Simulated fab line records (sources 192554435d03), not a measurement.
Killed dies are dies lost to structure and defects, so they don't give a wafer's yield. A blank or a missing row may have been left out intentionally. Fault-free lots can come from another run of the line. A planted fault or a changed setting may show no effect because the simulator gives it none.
fab line records	flow n5-finfet
[record] lots = 9	wafers = 27	last-day = 17
route steps=1938 shown BEOL_M1@753 BEOL_M4@1111
lots that met no fault: from a run of the same line without faults
start-h: start of the lot's first displayed wafer, in hours after the record's first day	wait-h: hours since the lot's step before	" identical to the entry in the row above	L1.1+2: a single row standing in for several wafers	- no value present, or no start provided	* or withheld: withheld	< > ~ a bound
route shown NAME@n: a module of which the file shows steps, and the number in the route of the first	usual: mean and standard deviation over wafers with no fault	same: alike in all rows	chamber/n: place in a boat	sites: per-site readings	_std_site: the values' standard deviation	_edge_site: inner sites' mean taken away from outer sites' mean	radius-mm: how far each site lies from the wafer's centre	mask NAME#n: copy n	behind: tool/chamber where the wafer was last shaped	hold: why the lot was held/for how many hours/how that ended	device: names the non-switching transistor (n, p or np)	end of line: tests run on the same wafers once the route is complete	step lacking rows: just its recipe	killed: count of dies lost to structure and defects at first sort (not the wafer's yield)	map: a wafer's dies, x killed, . not, _ none there
set.NAME: the setting as run; set.NAME@STEP: as run at that earlier step	model.NAME: the simulator's own value behind a step, which no gauge read
the route's steps for a sample of lots (tables are steps, rows are wafers)
services: from which hour (start-h, from the record's first day; less than 0 if before it) a tool's chamber was out of use, for how many hours, and why
[[steps]]
[step N5_BEOL_M1_PECVD_72]
[recipe] material = SiO2	target-thk-a = 160	temp-c = 400	precursor = TEOS/O2	pressure-torr = 5.5	rf-w = 450	teos-flow-sccm = 53.8	gas = O2	flow-sccm = 3000	time-s = 18
[usual] chamber-pressure-Torr = 5.500/0.012	heater-power-w = 714/68	showerhead-plenum-p-Torr = 8.80/0.052	throttle-valve-pct = 22.5/1.3
lot.wafer	tool	chamber	start-h	wait-h	chamber-pressure-Torr	heater-power-w	showerhead-plenum-p-Torr	throttle-valve-pct
L749.1	pecvd-02	0	121.32	0.0	5.502	726	8.78	24.2
L749.3	"	2	"	"	5.495	705	8.82	21.5
L749.6	"	0	"	"	5.491	726	8.79	23.6
L751.1	pecvd-02	2	134.10	0.0	5.510	680	8.82	21.5
L751.4	"	0	"	"	5.489	831	8.78	24.1
L751.6	"	2	"	"	5.499	678	8.84	21.6
L754.2	pecvd-02	1	156.90	0.0	5.496	755	8.78	22.6
L754.4	"	0	"	"	5.512	769	8.80	24.1
L754.6	"	2	"	"	5.501	717	8.81	21.7
L757.1	pecvd-03	2	164.75	0.0	5.506	633	8.76	21.0
L757.2	"	1	"	"	5.492	807	8.87	22.9
L757.5	"	2	"	"	5.511	644	8.77	20.8
L759.1	pecvd-02	0	177.13	0.0	5.493	839	8.80	24.4
L759.2	"	2	"	"	5.498	652	8.81	21.5
L759.3	"	1	"	"	5.530	770	8.79	22.8
L767.1	pecvd-04	0	229.36	0.0	5.504	669	8.72	21.9
L767.2	"	1	"	"	5.485	807	8.76	24.4
L767.4	"	0	"	"	5.504	674	8.71	22.0
L769.3	pecvd-04	1	242.16	0.0	5.502	780	8.79	24.4
L769.4	"	1	"	"	5.494	780	8.77	24.5
L769.5	"	0	"	"	5.508	613	8.73	22.3
L770.1	pecvd-03	1	244.24	0.0	5.496	678	8.90	23.3
L770.2	"	2	"	"	5.498	633	8.76	21.3
L770.6	"	2	"	"	5.487	636	8.76	20.9
L771.1	pecvd-04	1	249.46	0.0	5.503	809	8.78	24.4
L771.2	"	2	"	"	5.505	764	8.88	19.7
L771.5	"	0	"	"	5.530	669	8.71	22.2
[step N5_BEOL_M1_ANNEAL_89]
[recipe] temp-c = 400	time-s = 240	ambient = vacuum
[usual] heater-power-w = 911/130
lot.wafer	tool	chamber	start-h	wait-h	heater-power-w
L749.1	pvd-sputter-02	-	127.26	0.0	903
L749.3	"	-	"	"	787
L749.6	"	-	"	"	910
L751.1	pvd-sputter-02	-	141.60	0.0	1165
L751.4	"	-	"	"	905
L751.6	"	-	"	"	921
L754.2	pvd-sputter-01	-	164.23	0.0	1024
L754.4	"	-	"	"	829
L754.6	"	-	"	"	1048
L757.1	pvd-sputter-03	-	173.33	0.0	679
L757.2	"	-	"	"	964
L757.5	"	-	"	"	753
L759.1	pvd-sputter-02	-	184.46	0.0	899
L759.2	"	-	"	"	766
L759.3	"	-	"	"	883
L767.1	pvd-sputter-01	-	237.00	0.0	886
L767.2	"	-	"	"	860
L767.4	"	-	"	"	1085
L769.3	pvd-sputter-01	-	248.80	0.0	884
L769.4	"	-	"	"	1028
L769.5	"	-	"	"	843
L770.1	pvd-sputter-01	-	252.88	0.0	1017
L770.2	"	-	"	"	892
L770.6	"	-	"	"	888
L771.1	pvd-sputter-03	-	257.19	0.0	931
L771.2	"	-	"	"	687
L771.5	"	-	"	"	672
[step N5_BEOL_M1_ANNEAL_93]
[recipe] temp-c = 400	time-s = 240	ambient = vacuum
[usual] heater-power-w = 913/130
lot.wafer	tool	chamber	start-h	wait-h	heater-power-w
L749.1	pvd-sputter-02	-	127.70	0.0	917
L749.3	"	-	"	"	765
L749.6	"	-	"	"	912
L751.1	pvd-sputter-02	-	142.04	0.0	1142
L751.4	"	-	"	"	925
L751.6	"	-	"	"	925
L754.2	pvd-sputter-01	-	164.67	0.0	1020
L754.4	"	-	"	"	847
L754.6	"	-	"	"	1045
L757.1	pvd-sputter-03	-	173.77	0.0	679
L757.2	"	-	"	"	945
L757.5	"	-	"	"	790
L759.1	pvd-sputter-02	-	184.90	0.0	906
L759.2	"	-	"	"	791
L759.3	"	-	"	"	897
L767.1	pvd-sputter-01	-	237.44	0.0	910
L767.2	"	-	"	"	854
L767.4	"	-	"	"	1042
L769.3	pvd-sputter-01	-	249.24	0.0	888
L769.4	"	-	"	"	1012
L769.5	"	-	"	"	856
L770.1	pvd-sputter-01	-	253.32	0.0	1043
L770.2	"	-	"	"	896
L770.6	"	-	"	"	907
L771.1	pvd-sputter-03	-	257.63	0.0	932
L771.2	"	-	"	"	674
L771.5	"	-	"	"	680
[step N5_BEOL_M1_SPUTTER_96]
[recipe] material = Cu	target-thk-a = 45	temp-c = -20	chamber-pressure-pa = 0.07	power-w = withheld	time-s = 8.29
[usual] throttle-valve-pct = 30.2/1.1
lot.wafer	tool	chamber	start-h	wait-h	throttle-valve-pct
L749.1	pvd-sputter-02	-	128.06	0.1	31.7
L749.3	"	-	"	"	30.4
L749.6	"	-	"	"	31.5
L751.1	pvd-sputter-02	-	142.40	0.1	28.9
L751.4	"	-	"	"	29.9
L751.6	"	-	"	"	31.7
L754.2	pvd-sputter-01	-	165.03	0.1	31.4
L754.4	"	-	"	"	30.7
L754.6	"	-	"	"	30.7
L757.1	pvd-sputter-03	-	174.13	0.1	30.3
L757.2	"	-	"	"	31.8
L757.5	"	-	"	"	28.2
L759.1	pvd-sputter-02	-	185.26	0.1	31.4
L759.2	"	-	"	"	30.3
L759.3	"	-	"	"	30.1
L767.1	pvd-sputter-01	-	237.80	0.1	29.5
L767.2	"	-	"	"	30.9
L767.4	"	-	"	"	31.0
L769.3	pvd-sputter-01	-	249.60	0.1	29.5
L769.4	"	-	"	"	31.5
L769.5	"	-	"	"	31.0
L770.1	pvd-sputter-01	-	253.68	0.1	32.0
L770.2	"	-	"	"	29.5
L770.6	"	-	"	"	29.3
L771.1	pvd-sputter-03	-	257.99	0.1	31.9
L771.2	"	-	"	"	30.5
L771.5	"	-	"	"	30.3
[step N5_BEOL_M1_CMP_52]
[recipe] stop-on = SiOC	t-overpolish-s = 6.8	down-force-psi = 1	platen-rpm = 50	clearing-platen-down-force-psi = 1.5	clearing-platen-rpm = 50	post-cmp-clean = cu-alkaline	target-thk-nm = 40	clearing-platen-pad-velocity-m-s = 0.99484	pad-velocity-m-s = 0.99484
[usual] barrier-field-endpoint-s = 24.5/0.66	clearing-platen-down-force-psi = 1.4997/0.0027	motor-current-A = 5.9/0.53
lot.wafer	tool	chamber	start-h	wait-h	barrier-field-endpoint-s	clearing-platen-down-force-psi	motor-current-A
L749.1	cmp-02	2	128.62	0.3	25.3	1.5023	5.7
L749.3	"	3	"	"	24.8	1.5040	5.4
L749.6	"	1	"	"	25.2	1.4992	6.6
L751.4	cmp-04	3	143.63	0.2	24.1	1.5000	7.0
L751.1	"	0	"	"	24.0	1.4993	6.3
L751.6	"	3	"	"	24.6	1.4980	7.2
L754.2	cmp-02	2	165.54	0.2	23.8	1.5037	5.6
L754.4	"	0	"	"	24.2	1.5009	6.3
L754.6	"	2	"	"	24.8	1.5024	5.6
L757.1	cmp-02	0	174.64	0.3	24.5	1.4990	6.2
L757.2	"	3	"	"	25.0	1.4989	5.5
L757.5	"	0	"	"	24.1	1.4980	6.3
L759.1	cmp-04	0	185.76	0.3	26.8	1.5009	6.0
L759.3	"	2	"	"	27.6	1.4996	5.9
L759.2	"	3	"	"	25.0	1.5059	7.3
L767.4	cmp-04	1	238.36	0.2	25.2	1.5002	5.9
L767.1	"	2	"	"	24.4	1.4973	5.1
L767.2	"	3	"	"	24.1	1.5010	7.2
L769.4	cmp-03	2	250.09	0.1	24.0	1.4991	5.3
L769.3	"	0	"	"	23.9	1.5019	5.7
L769.5	"	3	"	"	23.3	1.5023	6.1
L770.1	cmp-03	2	254.17	0.3	24.3	1.4926	5.5
L770.2	"	3	"	"	23.2	1.5054	5.9
L770.6	"	2	"	"	24.6	1.5021	5.8
L771.1	cmp-03	2	258.69	0.4	24.2	1.4976	5.6
L771.2	"	0	"	"	24.3	1.5033	5.2
L771.5	"	2	"	"	23.9	1.5003	5.8
[step N5_BEOL_M4_RC_MEAS_101]
[usual] DIBL_N = 35.8/1.8	DIBL_P = 35.6/2	IOFF_N = 0.148/0.028	IOFF_P = 0.20/0.034	ION_N = 672/12	ION_P = 462/8.5	SS_N = 71.2/0.65	SS_P = 73.1/0.67	VT_N = 251/3.3	VT_P = -251/3.8
lot.wafer	tool	chamber	start-h	wait-h	DIBL_N[mV/V]	DIBL_P[mV/V]	IOFF_N[nA/um]	IOFF_P[nA/um]	ION_N[uA/um]	ION_P[uA/um]	SS_N[mV/dec]	SS_P[mV/dec]	VT_N[mV]	VT_P[mV]
L749.1	prober-02	0	159.17	0.0	34.6	35.2	0.150	0.16	674	449	71.1	72.6	252	-258
L749.3	"	0	"	"	32.9	34.3	0.119	0.15	660	454	70.7	72.5	253	-257
L749.6	"	0	"	"	34.0	36.4	0.145	0.17	677	459	71.5	73.4	251	-255
L751.1	prober-01	0	168.26	0.0	35.3	35.9	0.161	0.22	685	471	71.8	73.3	252	-248
L751.4	"	0	"	"	34.6	34.8	0.154	0.20	675	462	71.3	73.1	250	-248
L751.6	"	0	"	"	35.5	35.3	0.159	0.22	682	471	72.4	72.5	252	-248
L754.2	prober-01	0	196.57	0.2	37.6	36.9	0.169	0.20	693	465	71.9	73.8	245	-252
L754.4	"	0	"	"	37.9	37.5	0.162	0.22	684	461	71.7	74.0	247	-249
L754.6	"	0	"	"	36.8	35.5	0.147	0.18	675	462	71.4	72.9	251	-254
L757.1	prober-01	0	204.22	0.0	33.9	31.6	0.107	0.17	652	459	70.5	72.6	255	-251
L757.2	"	0	"	"	36.2	35.5	0.157	0.23	682	474	71.4	73.2	250	-246
L757.5	"	0	"	"	36.4	35.4	0.153	0.22	667	462	71.6	73.1	250	-247
L759.1	prober-01	0	221.50	0.0	38.0	37.4	0.178	0.21	676	456	71.5	73.8	252	-254
L759.2	"	0	"	"	34.9	34.3	0.117	0.17	656	454	71.0	73.0	255	-252
L759.3	"	0	"	"	33.6	32.3	0.105	0.14	661	450	69.8	72.1	255	-256
L767.1	prober-01	0	267.31	0.0	38.5	39.8	0.191	0.25	679	463	72.1	73.7	248	-248
L767.2	"	0	"	"	35.8	34.5	0.137	0.17	663	454	71.6	73.0	252	-252
L767.4	"	0	"	"	35.6	36.1	0.146	0.18	683	466	71.5	73.1	251	-255
L769.3	prober-02	0	283.24	0.3	36.4	33.2	0.145	0.16	671	454	71.8	73.0	253	-257
L769.4	"	0	"	"	39.3	36.0	0.208	0.19	659	443	72.7	73.9	249	-253
L769.5	"	0	"	"	37.4	35.8	0.170	0.20	685	459	71.3	73.8	249	-250
L770.1	prober-01	0	290.31	0.0	38.6	41.2	0.200	0.27	678	464	72.5	74.2	245	-247
L770.2	"	0	"	"	37.8	39.5	0.181	0.24	684	462	71.2	73.9	247	-249
L770.6	"	0	"	"	38.0	39.9	0.183	0.25	682	472	72.0	74.1	250	-247
L771.1	prober-02	0	306.87	0.0	35.8	35.0	0.147	0.19	677	463	71.3	72.4	250	-248
L771.2	"	0	"	"	38.4	37.4	0.197	0.24	691	478	71.6	72.5	246	-247
L771.5	"	0	"	"	35.3	33.1	0.138	0.18	682	464	71.0	71.9	254	-250
[[services]]
tool	chamber	start-h	hours	kind
cmp-04	-	103.78	12.7	repair
cmp-02	-	116.60	4.0	pm
cmp-02	-	120.60	-	consumable-replace:conditioner
cmp-02	-	120.60	-	consumable-replace:pad
pecvd-04	-	127.86	5.5	pm
cmp-03	-	129.85	0.5	repair
cmp-02	-	136.64	2.2	repair
pecvd-04	2	142.72	2.1	scheduled-down
cmp-04	-	146.70	6.9	pm
pecvd-04	2	147.09	5.5	scheduled-down
cmp-03	-	152.41	4.0	pm
cmp-03	-	156.41	-	consumable-replace:conditioner
cmp-03	-	156.41	-	consumable-replace:pad
pecvd-04	-	164.08	1.0	repair
pecvd-04	0	174.70	5.5	scheduled-down
cmp-03	-	203.49	4.3	repair
cmp-04	-	206.70	4.0	pm
pecvd-02	1	207.07	5.5	scheduled-down
cmp-02	-	208.01	1.8	repair
cmp-04	-	210.70	-	consumable-replace:conditioner
cmp-04	-	210.70	-	consumable-replace:pad
pecvd-02	2	213.03	5.5	scheduled-down
cmp-04	-	217.95	6.5	repair
cmp-03	-	234.33	1.3	repair
[[key]]
[first-sign] step = N5_BEOL_M1_CMP_52	reading = barrier-field-endpoint-s	direction = up	sigmas = 4	usual = 24.5	struck = 27.2
effect none on later readings
met-at N5_BEOL_M1_PECVD_72
struck-lots L759
struck-wafers L759.1,L759.3
not-acting-at N5_BEOL_M1_ANNEAL_89,N5_BEOL_M1_ANNEAL_93,N5_BEOL_M1_SPUTTER_96
onset-between 156.90 177.13
[fault] kind = process-parameter-drift	tool = pecvd-02	chamber = -	onset-h = 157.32	steps = N5_BEOL_M1_PECVD_72	channel = time-s	offset = *	shape = step	end-h = 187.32	scope = struck-wafers-only	acts-in = *	stated = *
